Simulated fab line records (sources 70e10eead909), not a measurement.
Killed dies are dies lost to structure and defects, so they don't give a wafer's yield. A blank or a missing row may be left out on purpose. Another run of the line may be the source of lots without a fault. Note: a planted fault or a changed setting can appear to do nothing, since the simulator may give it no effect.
Which tool was responsible? | flow nandHarc | 24 lots, 72 wafers sampled, at 4 steps of a route of 1159

WHAT EACH GAUGE READ, for each wafer
NHARC_A_BLC_CD_MEAS_19. Usual: cdNm reads 100.2 nm (standard deviation 1.5).
lot  | measured     | on       | cdNm (nm)         | flag
L075 | day 17 12:04 | cdSem-03 | 102.4 100.7 99.4  | 
L076 | day 17 15:36 | cdSem-02 | 99.2 100.4 99.4   | 
L077 | day 17 17:07 | cdSem-03 | 99.7 97.3 99.2    | 
L074 | day 17 22:06 | cdSem-01 | 100.4 101.6 98.8  | 
L078 | day 18 01:34 | cdSem-02 | 100.4 101.3 100.5 | 
L079 | day 18 06:31 | cdSem-03 | 99.5 99.6 100.9   | 
L080 | day 18 22:24 | cdSem-01 | 99.7 98.0 98.6    | 
L081 | day 19 00:01 | cdSem-02 | 100.9 102.2 101.5 | 
L082 | day 19 11:19 | cdSem-01 | 102.6 101.0 101.1 | 
L083 | day 19 12:18 | cdSem-01 | 99.4 99.4 101.4   | 
L084 | day 19 13:29 | cdSem-02 | 101.4 99.5 101.3  | 
L086 | day 20 01:52 | cdSem-01 | 97.8 98.7 97.4    | 
L087 | day 20 02:05 | cdSem-02 | 96.7 100.4 100.1  | 
L085 | day 20 11:49 | cdSem-03 | 102.3 99.5 101.5  | 
L088 | day 20 15:06 | cdSem-01 | 100.1 99.5 98.0   | 
L089 | day 21 00:58 | cdSem-01 | 101.2 99.3 99.0   | 
L091 | day 21 10:04 | cdSem-01 | 102.2 101.1 99.6  | 
L090 | day 21 15:47 | cdSem-01 | 102.1 98.5 102.8  | 
L092 | day 22 03:16 | cdSem-02 | 101.7 100.0 101.7 | 
L096 | day 22 06:48 | cdSem-01 | 98.4 100.2 100.0  | 
L094 | day 22 12:23 | cdSem-03 | 102.0 104.0 103.3 | 
L095 | day 22 13:44 | cdSem-03 | 100.2 100.3 101.7 | 
L093 | day 22 18:46 | cdSem-02 | 98.3 100.3 100.1  | 
L097 | day 23 03:01 | cdSem-03 | 99.3 102.5 100.9  | 

NHARC_A_M1_CD_MEAS_09: target cd 120 nm. Usual: cdNm reads 120.0 nm (standard deviation 0.56).
lot  | measured     | on       | cdNm (nm)         | flag
L075 | day 17 19:34 | cdSem-03 | 120.2 119.4 119.9 | 
L076 | day 17 22:20 | cdSem-03 | 119.9 119.8 120.4 | 
L077 | day 18 00:01 | cdSem-02 | 120.0 120.6 119.7 | 
L074 | day 18 05:08 | cdSem-01 | 120.7 120.3 120.6 | 
L078 | day 18 10:29 | cdSem-01 | 119.8 120.1 120.0 | 
L079 | day 18 14:42 | cdSem-03 | 119.4 119.7 119.4 | 
L080 | day 19 07:42 | cdSem-03 | 120.8 121.1 121.5 | 
L081 | day 19 08:51 | cdSem-01 | 119.4 119.6 119.8 | 
L082 | day 19 18:32 | cdSem-03 | 120.2 119.3 119.9 | 
L083 | day 19 19:29 | cdSem-03 | 120.6 120.1 120.7 | 
L084 | day 19 20:59 | cdSem-01 | 119.7 119.9 120.0 | 
L086 | day 20 13:41 | cdSem-01 | 119.3 119.5 118.6 | 
L087 | day 20 13:55 | cdSem-03 | 119.8 119.4 120.4 | 
L085 | day 20 23:10 | cdSem-01 | 119.9 119.6 119.2 | 
L088 | day 20 23:34 | cdSem-01 | 120.6 119.9 119.7 | 
L089 | day 21 17:58 | cdSem-01 | 119.2 119.5 119.3 | 
L091 | day 21 22:28 | cdSem-02 | 120.0 120.6 120.6 | 
L090 | day 22 03:01 | cdSem-03 | 120.1 120.1 120.0 | 
L092 | day 22 10:30 | cdSem-02 | 121.0 119.8 120.7 | 
L096 | day 22 13:57 | cdSem-01 | 120.8 119.8 119.1 | 
L094 | day 22 21:56 | cdSem-02 | 119.6 120.0 120.3 | 
L095 | day 22 22:18 | cdSem-03 | 121.1 120.8 121.5 | 
L093 | day 23 04:46 | cdSem-01 | 120.0 120.0 119.9 | 
L097 | day 23 10:14 | cdSem-01 | 120.1 120.6 119.7 | 

TOOL THAT RAN EACH LOT (tool first, then ch and the chambers of the sampled wafers, then the start)
lot  | NHARC_A_M0_PVD_20                      | NHARC_A_M0_CMP_23
L075 | pvdSputter-03, day 17 17:18 or earlier | cmp-02 ch 1,3, day 17 17:18
L076 | pvdSputter-03, day 17 20:38 or earlier | cmp-04 ch 1,2,3, day 17 20:38
L077 | pvdSputter-01, day 17 22:18 or earlier | cmp-02 ch 0,2, day 17 22:18
L074 | pvdSputter-01, day 18 03:17 or earlier | cmp-04 ch 0,1, day 18 03:17
L078 | pvdSputter-03, day 18 08:35 or earlier | cmp-02 ch 0,1,2, day 18 08:35
L079 | pvdSputter-02, day 18 11:47 or earlier | cmp-02 ch 0,3, day 18 11:47
L080 | pvdSputter-03, day 19 05:58 or earlier | cmp-01 ch 0,2,3, day 19 05:58
L081 | pvdSputter-03, day 19 06:59 or earlier | cmp-04 ch 0,1, day 19 06:59
L082 | pvdSputter-03, day 19 16:36 or earlier | cmp-01 ch 0,1, day 19 16:36
L083 | pvdSputter-01, day 19 17:31 or earlier | cmp-02 ch 1,2,3, day 19 17:31
L084 | pvdSputter-02, day 19 19:08 or earlier | cmp-02 ch 0,3, day 19 19:08
L086 | pvdSputter-02, day 20 11:32 or earlier | cmp-01 ch 0,1,2, day 20 11:32
L087 | pvdSputter-01, day 20 12:01 or earlier | cmp-02 ch 0,1,3, day 20 12:01
L085 | pvdSputter-03, day 20 21:14 or earlier | cmp-04 ch 1,2,3, day 20 21:14
L088 | pvdSputter-02, day 20 21:41 or earlier | cmp-01 ch 0,1,3, day 20 21:41
L089 | pvdSputter-03, day 21 16:14 or earlier | cmp-04 ch 0,1, day 21 16:14
L091 | pvdSputter-01, day 21 20:14 or earlier | cmp-01 ch 0,1,3, day 21 20:14
L090 | pvdSputter-01, day 22 01:05 or earlier | cmp-02 ch 0,1,3, day 22 01:05
L092 | pvdSputter-02, day 22 08:41 or earlier | cmp-01 ch 1,2,3, day 22 08:41
L096 | pvdSputter-03, day 22 12:04 or earlier | cmp-04 ch 0,1,3, day 22 12:04
L094 | pvdSputter-03, day 22 19:58 or earlier | cmp-01 ch 0,2,3, day 22 19:58
L095 | pvdSputter-02, day 22 20:22 or earlier | cmp-04 ch 1,2,3, day 22 20:22
L093 | pvdSputter-02, day 23 03:04 or earlier | cmp-04 ch 2,3, day 23 03:04
L097 | pvdSputter-02, day 23 08:23 or earlier | cmp-01 ch 0,1,3, day 23 08:23
- NHARC_A_M0_PVD_20: deposits TaN, target thk 5 nm, time 8.06 s.
- NHARC_A_M0_CMP_23: polishes, t overpolish 20 s, target thk 113.75 nm.

AS READ BY THE TOOLS THEMSELVES (means over the sampled wafers that have a number; for cases with no such wafer, the mark the record gives instead)
NHARC_A_M0_PVD_20. Usual: throttleValvePct reads 30.4 % (standard deviation 1).
lot  | tool          | throttleValvePct (%) | flag
L075 | pvdSputter-03 | 30.0                 | 
L076 | pvdSputter-03 | 30.7                 | 
L077 | pvdSputter-01 | 30.7                 | 
L074 | pvdSputter-01 | 30.7                 | 
L078 | pvdSputter-03 | 30.7                 | 
L079 | pvdSputter-02 | 31.1                 | 
L080 | pvdSputter-03 | 31.3                 | 
L081 | pvdSputter-03 | 31.2                 | 
L082 | pvdSputter-03 | 30.9                 | 
L083 | pvdSputter-01 | 30.0                 | 
L084 | pvdSputter-02 | 30.6                 | 
L086 | pvdSputter-02 | 30.8                 | 
L087 | pvdSputter-01 | 30.6                 | 
L085 | pvdSputter-03 | 30.1                 | 
L088 | pvdSputter-02 | 29.7                 | 
L089 | pvdSputter-03 | 29.9                 | 
L091 | pvdSputter-01 | 30.4                 | 
L090 | pvdSputter-01 | 30.8                 | 
L092 | pvdSputter-02 | 30.7                 | 
L096 | pvdSputter-03 | 29.7                 | 
L094 | pvdSputter-03 | 30.0                 | 
L095 | pvdSputter-02 | 30.9                 | 
L093 | pvdSputter-02 | 30.9                 | 
L097 | pvdSputter-02 | 30.0                 | 

NHARC_A_M0_CMP_23. Usual: motorCurrentA 12.2 A, standard deviation 1; timeToEndpointS 28.2 s, standard deviation 2.5.
lot  | tool   | motorCurrentA (A) | timeToEndpointS (s) | flag
L075 | cmp-02 | 12.6              | 30.0                | 
L076 | cmp-04 | 11.8              | 25.1                | 
L077 | cmp-02 | 11.9              | 28.7                | 
L074 | cmp-04 | 11.7              | 28.1                | 
L078 | cmp-02 | 11.7              | 30.0                | 
L079 | cmp-02 | 13.6              | 29.9                | 
L080 | cmp-01 | 11.4              | 27.8                | 
L081 | cmp-04 | 11.9              | 27.5                | 
L082 | cmp-01 | 12.4              | 24.7                | 
L083 | cmp-02 | 12.6              | 28.6                | 
L084 | cmp-02 | 13.3              | 29.0                | 
L086 | cmp-01 | 12.2              | 25.2                | 
L087 | cmp-02 | 13.1              | 32.4                | 
L085 | cmp-04 | 12.0              | 32.0                | 
L088 | cmp-01 | 12.1              | 26.1                | 
L089 | cmp-04 | 12.1              | 31.0                | 
L091 | cmp-01 | 11.9              | 25.8                | 
L090 | cmp-02 | 13.0              | 30.2                | 
L092 | cmp-01 | 11.8              | 24.7                | 
L096 | cmp-04 | 12.2              | 28.8                | 
L094 | cmp-01 | 11.6              | 26.9                | 
L095 | cmp-04 | 11.9              | 29.3                | 
L093 | cmp-04 | 12.3              | 27.2                | 
L097 | cmp-01 | 12.0              | 26.5                | 

THE ANSWER, worked out from the rows above alone
Rule: a lot counts as off when the mean over its wafers that have a number is more than 3 standard deviations away from the usual mean. A lot without any number at a reading at which 4 lots or more have one is off too. Where the step has rows for the other lots, those lots are counted as sound. Order of review: gauges by route order, followed by the tools' own readings, for which a lot's mean as printed above is used. The first step at which some lot is off is used, and at that step the reading that is off furthest; a lot without a number counts as furthest.
None of the lots is off at any reading shown; this tells nothing.

WHAT THE SIMULATOR HAD PUT IN
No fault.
